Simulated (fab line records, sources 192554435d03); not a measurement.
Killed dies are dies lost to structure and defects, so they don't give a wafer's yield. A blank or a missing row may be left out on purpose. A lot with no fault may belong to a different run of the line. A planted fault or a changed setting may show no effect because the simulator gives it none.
fab line records :: flow n5_finfet
record
  lots=7
  wafers=21
route steps=1938 shown TV_LITHO@1880 PASSIVATION@1929
start_h: start of the lot's first displayed wafer, in hours after the record's first day :: wait_h: hours from the lot's prior step to this one :: " identical to the entry in the row above :: L1.1+2: several wafers, shown together as one row :: - no value, or no start was given :: * or withheld: withheld :: < > ~ a bound
route shown NAME@n: NAME is a module with steps in the file, n the number in the route of the first one :: usual: mean/standard deviation of fault-free wafers :: same: alike in all rows :: chamber/n: place in a boat :: sites: the reading at each site :: _std_site: how widely they spread, as a standard deviation :: _edge_site: outer sites' mean less inner sites' :: radius_mm: for every site, how far away it sits from the centre of the wafer :: mask NAME#n: copy n :: behind: the last tool/chamber to shape the wafer :: hold: cause of the lot's hold/its duration in hours/its outcome :: device: which transistor (n, p or np) failed to switch :: end of line: the same wafers' tests at the end of the route :: a step given without rows: its recipe and nothing more :: killed: at the first sort, the dies lost to defects and structure; wafer yield is something else :: map: a wafer's dies, marking killed ones x, the rest . and places with no die _
set.NAME: the setting the step ran with; set.NAME@STEP: the setting that earlier step ran with :: model.NAME: the simulator's own value behind a step, which no gauge read
lots with deliberately changed settings; one table per step, one row per wafer
## steps
# step N5_PASSIVATION_PEB_08
# recipe
  peb_temp_c=withheld
  peb_time_s=*
lot.wafer: L074.4+6
tool: litho_track-03
chamber: 0
start_h: 275.81
wait_h: 0.0
set.peb_time_s: *

lot.wafer: L074.5
tool: litho_track-03
chamber: 0
start_h: 275.81
wait_h: 0.0
set.peb_time_s: *

lot.wafer: L075.2+6
tool: litho_track-04
chamber: 0
start_h: 285.98
wait_h: 0.0
set.peb_time_s: *

lot.wafer: L075.4
tool: litho_track-04
chamber: 0
start_h: 285.98
wait_h: 0.0
set.peb_time_s: *

lot.wafer: L078.2+5
tool: litho_track-03
chamber: 0
start_h: 302.80
wait_h: 0.0
set.peb_time_s: *

lot.wafer: L078.3
tool: litho_track-03
chamber: 0
start_h: 302.80
wait_h: 0.0
set.peb_time_s: *

lot.wafer: L080.4+5+6
tool: litho_track-05
chamber: 0
start_h: 319.13
wait_h: 0.0
set.peb_time_s: *

lot.wafer: L083.2
tool: litho_track-04
chamber: 0
start_h: 329.11
wait_h: 0.0
set.peb_time_s: *

lot.wafer: L083.3+4
tool: litho_track-04
chamber: 0
start_h: 329.11
wait_h: 0.0
set.peb_time_s: *

lot.wafer: L085.2+3+4
tool: litho_track-03
chamber: 0
start_h: 338.02
wait_h: 0.0
set.peb_time_s: *

lot.wafer: L086.3+6
tool: litho_track-05
chamber: 0
start_h: 344.99
wait_h: 0.0
set.peb_time_s: *

lot.wafer: L086.5
tool: litho_track-05
chamber: 0
start_h: 344.99
wait_h: 0.0
set.peb_time_s: *
# step N5_PASSIVATION_DEVELOP_09
# recipe
  develop_time_s=60
  rinse_liquid=diw
  dry=air_spin
  dev_temp_c=21
# step N5_PASSIVATION_HARDBAKE_11
# recipe
  temp_c=130
  time_s=120
# step N5_PASSIVATION_CD_MEAS_10
# recipe
  target_cd_nm=3000
  landing_energy_ev=500
  detector=se_inlens
# usual
  cd_nm=3002/3
lot.wafer: L074.4
tool: cd_sem-01
chamber: 0
start_h: 275.93
wait_h: -
set.dose_mj@PASSIVATION_EXPOSE_07: 24.21
cd_nm: 3022

lot.wafer: L074.5
tool: cd_sem-01
chamber: 0
start_h: 275.93
wait_h: -
set.dose_mj@PASSIVATION_EXPOSE_07: 24.21
cd_nm: 3015

lot.wafer: L074.6
tool: cd_sem-01
chamber: 0
start_h: 275.93
wait_h: -
set.dose_mj@PASSIVATION_EXPOSE_07: 22.75
cd_nm: 3004

lot.wafer: L075.2
tool: cd_sem-02
chamber: 0
start_h: 286.10
wait_h: -
set.dose_mj@PASSIVATION_EXPOSE_07: 22.75
cd_nm: 3005

lot.wafer: L075.4
tool: cd_sem-02
chamber: 0
start_h: 286.10
wait_h: -
set.dose_mj@PASSIVATION_EXPOSE_07: 22.14
cd_nm: 2996

lot.wafer: L075.6
tool: cd_sem-02
chamber: 0
start_h: 286.10
wait_h: -
set.dose_mj@PASSIVATION_EXPOSE_07: 22.14
cd_nm: 2998

lot.wafer: L078.2
tool: cd_sem-02
chamber: 0
start_h: 302.92
wait_h: -
set.dose_mj@PASSIVATION_EXPOSE_07: 22.75
cd_nm: 3005

lot.wafer: L078.3
tool: cd_sem-02
chamber: 0
start_h: 302.92
wait_h: -
set.dose_mj@PASSIVATION_EXPOSE_07: 22.75
cd_nm: 3006

lot.wafer: L078.5
tool: cd_sem-02
chamber: 0
start_h: 302.92
wait_h: -
set.dose_mj@PASSIVATION_EXPOSE_07: 21.23
cd_nm: 2987

lot.wafer: L080.4
tool: cd_sem-01
chamber: 0
start_h: 319.25
wait_h: -
set.dose_mj@PASSIVATION_EXPOSE_07: 22.75
cd_nm: 2998

lot.wafer: L080.5
tool: cd_sem-01
chamber: 0
start_h: 319.25
wait_h: -
set.dose_mj@PASSIVATION_EXPOSE_07: 22.75
cd_nm: 3000

lot.wafer: L080.6
tool: cd_sem-01
chamber: 0
start_h: 319.25
wait_h: -
set.dose_mj@PASSIVATION_EXPOSE_07: 23.82
cd_nm: 3009

lot.wafer: L083.2
tool: cd_sem-03
chamber: 0
start_h: 329.23
wait_h: -
set.dose_mj@PASSIVATION_EXPOSE_07: 22.75
cd_nm: 3002

lot.wafer: L083.3
tool: cd_sem-03
chamber: 0
start_h: 329.23
wait_h: -
set.dose_mj@PASSIVATION_EXPOSE_07: 22.75
cd_nm: 3006

lot.wafer: L083.4
tool: cd_sem-03
chamber: 0
start_h: 329.23
wait_h: -
set.dose_mj@PASSIVATION_EXPOSE_07: 21.26
cd_nm: 2989

lot.wafer: L085.2
tool: cd_sem-02
chamber: 0
start_h: 338.14
wait_h: -
set.dose_mj@PASSIVATION_EXPOSE_07: 22.75
cd_nm: 2998

lot.wafer: L085.3
tool: cd_sem-02
chamber: 0
start_h: 338.14
wait_h: -
set.dose_mj@PASSIVATION_EXPOSE_07: 22.75
cd_nm: 2998

lot.wafer: L085.4
tool: cd_sem-02
chamber: 0
start_h: 338.14
wait_h: -
set.dose_mj@PASSIVATION_EXPOSE_07: 22.75
cd_nm: 3000

lot.wafer: L086.3
tool: cd_sem-02
chamber: 0
start_h: 345.11
wait_h: -
set.dose_mj@PASSIVATION_EXPOSE_07: 23.19
cd_nm: 3006

lot.wafer: L086.5
tool: cd_sem-02
chamber: 0
start_h: 345.11
wait_h: -
set.dose_mj@PASSIVATION_EXPOSE_07: 23.19
cd_nm: 3008

lot.wafer: L086.6
tool: cd_sem-02
chamber: 0
start_h: 345.11
wait_h: -
set.dose_mj@PASSIVATION_EXPOSE_07: 22.75
cd_nm: 3003
# step N5_PASSIVATION_DESCUM_12
# recipe
  chemistry=O2
  time_s=7.9
  source_power_w=50
  bias_power_w=20
  pressure_mtorr=20
  rf_frequency_hz=2.712e+07
  temp_c=40
  o2_flow_sccm=225
lot.wafer: L074.4
tool: rie_diel-01
chamber: 3
start_h: 276.01
wait_h: 0.0
set.dose_mj@PASSIVATION_EXPOSE_07: 24.21
model.TV_LITHO.cd_nm: 3022

lot.wafer: L074.5
tool: rie_diel-01
chamber: 3
start_h: 276.01
wait_h: 0.0
set.dose_mj@PASSIVATION_EXPOSE_07: 24.21
model.TV_LITHO.cd_nm: 3015

lot.wafer: L074.6
tool: rie_diel-01
chamber: 2
start_h: 276.01
wait_h: 0.0
set.dose_mj@PASSIVATION_EXPOSE_07: 22.75
model.TV_LITHO.cd_nm: -

lot.wafer: L075.2
tool: rie_diel-05
chamber: 3
start_h: 286.19
wait_h: 0.0
set.dose_mj@PASSIVATION_EXPOSE_07: 22.75
model.TV_LITHO.cd_nm: 3005

lot.wafer: L075.4
tool: rie_diel-05
chamber: 1
start_h: 286.19
wait_h: 0.0
set.dose_mj@PASSIVATION_EXPOSE_07: 22.14
model.TV_LITHO.cd_nm: 2996

lot.wafer: L075.6
tool: rie_diel-05
chamber: 3
start_h: 286.19
wait_h: 0.0
set.dose_mj@PASSIVATION_EXPOSE_07: 22.14
model.TV_LITHO.cd_nm: 2998

lot.wafer: L078.2
tool: rie_diel-01
chamber: 2
start_h: 303.37
wait_h: 0.4
set.dose_mj@PASSIVATION_EXPOSE_07: 22.75
model.TV_LITHO.cd_nm: 3005

lot.wafer: L078.3
tool: rie_diel-01
chamber: 1
start_h: 303.37
wait_h: 0.4
set.dose_mj@PASSIVATION_EXPOSE_07: 22.75
model.TV_LITHO.cd_nm: 3006

lot.wafer: L078.5
tool: rie_diel-01
chamber: 2
start_h: 303.37
wait_h: 0.4
set.dose_mj@PASSIVATION_EXPOSE_07: 21.23
model.TV_LITHO.cd_nm: 2987

lot.wafer: L080.4
tool: rie_diel-05
chamber: 0
start_h: 319.33
wait_h: 0.0
set.dose_mj@PASSIVATION_EXPOSE_07: 22.75
model.TV_LITHO.cd_nm: 2998

lot.wafer: L080.5
tool: rie_diel-05
chamber: 3
start_h: 319.33
wait_h: 0.0
set.dose_mj@PASSIVATION_EXPOSE_07: 22.75
model.TV_LITHO.cd_nm: 3000

lot.wafer: L080.6
tool: rie_diel-05
chamber: 2
start_h: 319.33
wait_h: 0.0
set.dose_mj@PASSIVATION_EXPOSE_07: 23.82
model.TV_LITHO.cd_nm: 3009

lot.wafer: L083.2
tool: rie_diel-01
chamber: 1
start_h: 329.66
wait_h: 0.4
set.dose_mj@PASSIVATION_EXPOSE_07: 22.75
model.TV_LITHO.cd_nm: 3002

lot.wafer: L083.3
tool: rie_diel-01
chamber: 3
start_h: 329.66
wait_h: 0.4
set.dose_mj@PASSIVATION_EXPOSE_07: 22.75
model.TV_LITHO.cd_nm: 3006

lot.wafer: L083.4
tool: rie_diel-01
chamber: 0
start_h: 329.66
wait_h: 0.4
set.dose_mj@PASSIVATION_EXPOSE_07: 21.26
model.TV_LITHO.cd_nm: 2988

lot.wafer: L085.2+3
tool: rie_diel-01
chamber: 3,0
start_h: 338.22
wait_h: 0.0
set.dose_mj@PASSIVATION_EXPOSE_07: 22.75
model.TV_LITHO.cd_nm: 2998

lot.wafer: L085.4
tool: rie_diel-01
chamber: 1
start_h: 338.22
wait_h: 0.0
set.dose_mj@PASSIVATION_EXPOSE_07: 22.75
model.TV_LITHO.cd_nm: 3000

lot.wafer: L086.3
tool: rie_diel-03
chamber: 0
start_h: 345.20
wait_h: 0.0
set.dose_mj@PASSIVATION_EXPOSE_07: 23.19
model.TV_LITHO.cd_nm: 3006

lot.wafer: L086.5
tool: rie_diel-03
chamber: 0
start_h: 345.20
wait_h: 0.0
set.dose_mj@PASSIVATION_EXPOSE_07: 23.19
model.TV_LITHO.cd_nm: 3008

lot.wafer: L086.6
tool: rie_diel-03
chamber: 1
start_h: 345.20
wait_h: 0.0
set.dose_mj@PASSIVATION_EXPOSE_07: 22.75
model.TV_LITHO.cd_nm: 3003
# step N5_PASSIVATION_PASS_ETCH_47
# recipe
  chemistry=CF4/O2
  target=SiNx
  target_depth_a=7700
  time_s=385
  ion_energy_ev=100
  pressure_mtorr=40
  source_w=535
  bias_w=49
  Ar_flow_sccm=100
  cf4_flow_sccm=100
  O2_flow_sccm=10
lot.wafer: L074.4
tool: rie_diel-02
chamber: 3
start_h: 279.99
wait_h: 0.0
set.source_w: 535
model.etch.depth_nm: 745

lot.wafer: L074.5
tool: rie_diel-02
chamber: 1
start_h: 279.99
wait_h: 0.0
set.source_w: 535
model.etch.depth_nm: 746.7

lot.wafer: L074.6
tool: rie_diel-02
chamber: 2
start_h: 279.99
wait_h: 0.0
set.source_w: 608.5
model.etch.depth_nm: 850.7

lot.wafer: L075.2
tool: rie_diel-02
chamber: 3
start_h: 290.25
wait_h: 0.0
set.source_w: 459.5
model.etch.depth_nm: 655.6

lot.wafer: L075.4
tool: rie_diel-02
chamber: 1
start_h: 290.25
wait_h: 0.0
set.source_w: 459.5
model.etch.depth_nm: 655

lot.wafer: L075.6
tool: rie_diel-02
chamber: 1
start_h: 290.25
wait_h: 0.0
set.source_w: 535
model.etch.depth_nm: 750.3

lot.wafer: L078.2
tool: rie_diel-02
chamber: 1
start_h: 306.92
wait_h: 0.0
set.source_w: 535
model.etch.depth_nm: 738.7

lot.wafer: L078.3
tool: rie_diel-02
chamber: 3
start_h: 306.92
wait_h: 0.0
set.source_w: 607
model.etch.depth_nm: 831.1

lot.wafer: L078.5
tool: rie_diel-02
chamber: 2
start_h: 306.92
wait_h: 0.0
set.source_w: 607
model.etch.depth_nm: 859.9

lot.wafer: L080.4
tool: rie_diel-02
chamber: 0
start_h: 323.92
wait_h: 0.0
set.source_w: 605.3
model.etch.depth_nm: 825.1

lot.wafer: L080.5
tool: rie_diel-02
chamber: 1
start_h: 323.92
wait_h: 0.0
set.source_w: 535
model.etch.depth_nm: 745

lot.wafer: L080.6
tool: rie_diel-02
chamber: 0
start_h: 323.92
wait_h: 0.0
set.source_w: 605.3
model.etch.depth_nm: 827.2

lot.wafer: L083.2
tool: rie_diel-06
chamber: 2
start_h: 333.34
wait_h: 0.0
set.source_w: 535
model.etch.depth_nm: 794.5

lot.wafer: L083.3
tool: rie_diel-06
chamber: 1
start_h: 333.34
wait_h: 0.0
set.source_w: 631.2
model.etch.depth_nm: 847.2

lot.wafer: L083.4
tool: rie_diel-06
chamber: 0
start_h: 333.34
wait_h: 0.0
set.source_w: 535
model.etch.depth_nm: 752

lot.wafer: L085.2
tool: rie_diel-06
chamber: 3
start_h: 344.92
wait_h: 0.0
set.source_w: 535
model.etch.depth_nm: 770

lot.wafer: L085.3
tool: rie_diel-06
chamber: 1
start_h: 344.92
wait_h: 0.0
set.source_w: 535
model.etch.depth_nm: 735

lot.wafer: L085.4
tool: rie_diel-06
chamber: 2
start_h: 344.92
wait_h: 0.0
set.source_w: 535
model.etch.depth_nm: 802.7

lot.wafer: L086.3
tool: rie_diel-02
chamber: 1
start_h: 349.97
wait_h: 0.0
set.source_w: 492
model.etch.depth_nm: 690.3

lot.wafer: L086.5
tool: rie_diel-02
chamber: 2
start_h: 349.97
wait_h: 0.0
set.source_w: 535
model.etch.depth_nm: 748.8

lot.wafer: L086.6
tool: rie_diel-02
chamber: 1
start_h: 349.97
wait_h: 0.0
set.source_w: 535
model.etch.depth_nm: 743.9
# step N5_PASSIVATION_ETCH_54
# recipe
  chemistry=CHF3/O2
  target=SiO2
  target_depth_a=8800
  CHF3_flow_sccm=50
  O2_flow_sccm=5
  Ar_flow_sccm=200
  time_s=440
  mask_material=PR
  pressure_mtorr=30
  source_w=650
  bias_w=170
  ion_energy_ev=200
lot.wafer: L074.4
tool: rie_diel-02
chamber: 3
start_h: 280.22
wait_h: 0.1
set.time_s: 440
model.etch.depth_nm: 868
model.PASSIVATION.feature_depth_nm: 868

lot.wafer: L074.5
tool: rie_diel-02
chamber: 1
start_h: 280.22
wait_h: 0.1
set.time_s: 410.5
model.etch.depth_nm: 799
model.PASSIVATION.feature_depth_nm: 799

lot.wafer: L074.6
tool: rie_diel-02
chamber: 2
start_h: 280.22
wait_h: 0.1
set.time_s: 410.5
model.etch.depth_nm: 826.8
model.PASSIVATION.feature_depth_nm: 826.8

lot.wafer: L075.2
tool: rie_diel-02
chamber: 3
start_h: 290.47
wait_h: 0.1
set.time_s: 440
model.etch.depth_nm: 870.6
model.PASSIVATION.feature_depth_nm: 870.6

lot.wafer: L075.4
tool: rie_diel-02
chamber: 1
start_h: 290.47
wait_h: 0.1
set.time_s: 481.2
model.etch.depth_nm: 931.6
model.PASSIVATION.feature_depth_nm: 931.6

lot.wafer: L075.6
tool: rie_diel-02
chamber: 1
start_h: 290.47
wait_h: 0.1
set.time_s: 481.2
model.etch.depth_nm: 935.9
model.PASSIVATION.feature_depth_nm: 935.8

lot.wafer: L078.2
tool: rie_diel-02
chamber: 1
start_h: 307.15
wait_h: 0.1
set.time_s: 505.1
model.etch.depth_nm: 968.9
model.PASSIVATION.feature_depth_nm: 968.8

lot.wafer: L078.3
tool: rie_diel-02
chamber: 3
start_h: 307.15
wait_h: 0.1
set.time_s: 440
model.etch.depth_nm: 866.6
model.PASSIVATION.feature_depth_nm: 866.6

lot.wafer: L078.5
tool: rie_diel-02
chamber: 2
start_h: 307.15
wait_h: 0.1
set.time_s: 505.1
model.etch.depth_nm: 1011
model.PASSIVATION.feature_depth_nm: 1011

lot.wafer: L080.4
tool: rie_diel-02
chamber: 0
start_h: 324.14
wait_h: 0.1
set.time_s: 440
model.etch.depth_nm: 853.3
model.PASSIVATION.feature_depth_nm: 853.2

lot.wafer: L080.5
tool: rie_diel-02
chamber: 1
start_h: 324.14
wait_h: 0.1
set.time_s: 440
model.etch.depth_nm: 855
model.PASSIVATION.feature_depth_nm: 855

lot.wafer: L080.6
tool: rie_diel-02
chamber: 0
start_h: 324.14
wait_h: 0.1
set.time_s: 440
model.etch.depth_nm: 845.5
model.PASSIVATION.feature_depth_nm: 845.6

lot.wafer: L083.2
tool: rie_diel-06
chamber: 2
start_h: 333.57
wait_h: 0.1
set.time_s: 531.7
model.etch.depth_nm: 1093
model.PASSIVATION.feature_depth_nm: 1093

lot.wafer: L083.3
tool: rie_diel-06
chamber: 1
start_h: 333.57
wait_h: 0.1
set.time_s: 440
model.etch.depth_nm: 847.5
model.PASSIVATION.feature_depth_nm: 847.4

lot.wafer: L083.4
tool: rie_diel-06
chamber: 0
start_h: 333.57
wait_h: 0.1
set.time_s: 440
model.etch.depth_nm: 853.7
model.PASSIVATION.feature_depth_nm: 853.6

lot.wafer: L085.2
tool: rie_diel-06
chamber: 3
start_h: 345.14
wait_h: 0.1
set.time_s: 440
model.etch.depth_nm: 870.6
model.PASSIVATION.feature_depth_nm: 870.6

lot.wafer: L085.3
tool: rie_diel-06
chamber: 1
start_h: 345.14
wait_h: 0.1
set.time_s: 440
model.etch.depth_nm: 841.4
model.PASSIVATION.feature_depth_nm: 841.4

lot.wafer: L085.4
tool: rie_diel-06
chamber: 2
start_h: 345.14
wait_h: 0.1
set.time_s: 440
model.etch.depth_nm: 902.4
model.PASSIVATION.feature_depth_nm: 902.4

lot.wafer: L086.3
tool: rie_diel-02
chamber: 1
start_h: 350.20
wait_h: 0.1
set.time_s: 440
model.etch.depth_nm: 845.8
model.PASSIVATION.feature_depth_nm: 845.8

lot.wafer: L086.5
tool: rie_diel-02
chamber: 2
start_h: 350.20
wait_h: 0.1
set.time_s: 343.6
model.etch.depth_nm: 680.1
model.PASSIVATION.feature_depth_nm: 680

lot.wafer: L086.6
tool: rie_diel-02
chamber: 1
start_h: 350.20
wait_h: 0.1
set.time_s: 440
model.etch.depth_nm: 846.7
model.PASSIVATION.feature_depth_nm: 846.6
## key
split
  step=N5_PASSIVATION_PEB_08
  setting=peb_time_s
  stated=*
  by=wafer
response none clear
split
  step=N5_PASSIVATION_PASS_ETCH_47
  setting=source_w
  stated=535
  by=wafer
response
  step=N5_PASSIVATION_PASS_ETCH_47
  reading=model.etch.depth_nm
  change=+6.26
  per=1%
  r=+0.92
split
  step=N5_PASSIVATION_ETCH_54
  setting=time_s
  stated=440
  by=wafer
response
  step=N5_PASSIVATION_ETCH_54
  reading=model.etch.depth_nm
  change=+9.07
  per=1%
  r=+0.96
response
  step=N5_PASSIVATION_ETCH_54
  reading=model.PASSIVATION.feature_depth_nm
  change=+9.07
  per=1%
  r=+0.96
split outside_this_file step=N5_PASSIVATION_EXPOSE_07 setting=dose_mj
# split outside_this_file: this setting was split too, and the file shows its column; the key of that split is in another file
